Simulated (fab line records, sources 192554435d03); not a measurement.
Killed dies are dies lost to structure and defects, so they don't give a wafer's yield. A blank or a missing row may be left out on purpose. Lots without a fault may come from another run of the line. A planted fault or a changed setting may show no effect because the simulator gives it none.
Chamber matching | flow n5_finfet | N5_MIM_TOP_ETCH_PECVD_03 on pecvd-01: 3 sister chambers
The step deposits SiNx from SiH4/NH3/N2, target thk 20 nm, time 17.6 s. 5 wafers are shown with their chamber, then 8 later ones without.

WAFERS WITH THEIR CHAMBER
wafer  | chamber | throttle_valve_pct (%) | showerhead_plenum_p_Torr (Torr)
L087.4 | 1       | 41.4                   | 5.06
L087.5 | 0       | 39.7                   | 5.09
L088.3 | 1       | 41.8                   | 5.05
L088.5 | 2       | 39.6                   | 5.15
L092.1 | 2       | 39.6                   | 5.15

WAFERS WITHOUT THEIR CHAMBER
wafer  | throttle_valve_pct (%) | showerhead_plenum_p_Torr (Torr)
L092.2 | 41.9                   | 5.07
L092.5 | 41.7                   | 5.05
L093.3 | 41.9                   | 5.07
L093.4 | 39.4                   | 5.16
L093.6 | 41.5                   | 5.06
L094.1 | 39.6                   | 5.15
L094.4 | 39.7                   | 5.17
L094.5 | 39.5                   | 5.16

WHICH CHAMBER EACH WENT THROUGH
wafer  | from the rows above | in truth
L092.2 | 1                   | 1
L092.5 | 1                   | 1
L093.3 | 1                   | 1
L093.4 | 2                   | 2
L093.6 | 1                   | 1
L094.1 | 2                   | 2
L094.4 | 2                   | 2
L094.5 | 2                   | 2
Placed correctly: 8 of 8. Can't be placed from these rows: 0. Placed wrongly: 0.
How it was worked out, from the rows above alone: a wafer's distance from a chamber is the root of the sum, over the readings, of the square of ((its reading less the chamber's mean) divided by the reading's scatter). The wafer belongs to the nearest chamber; if the next one is less than 2 further off, it can't be placed. A chamber's mean is the mean of its shown wafers. The scatter: the root of (the sum of the squares of (reading less its chamber's mean) over the shown wafers, divided by (wafers less chambers)).
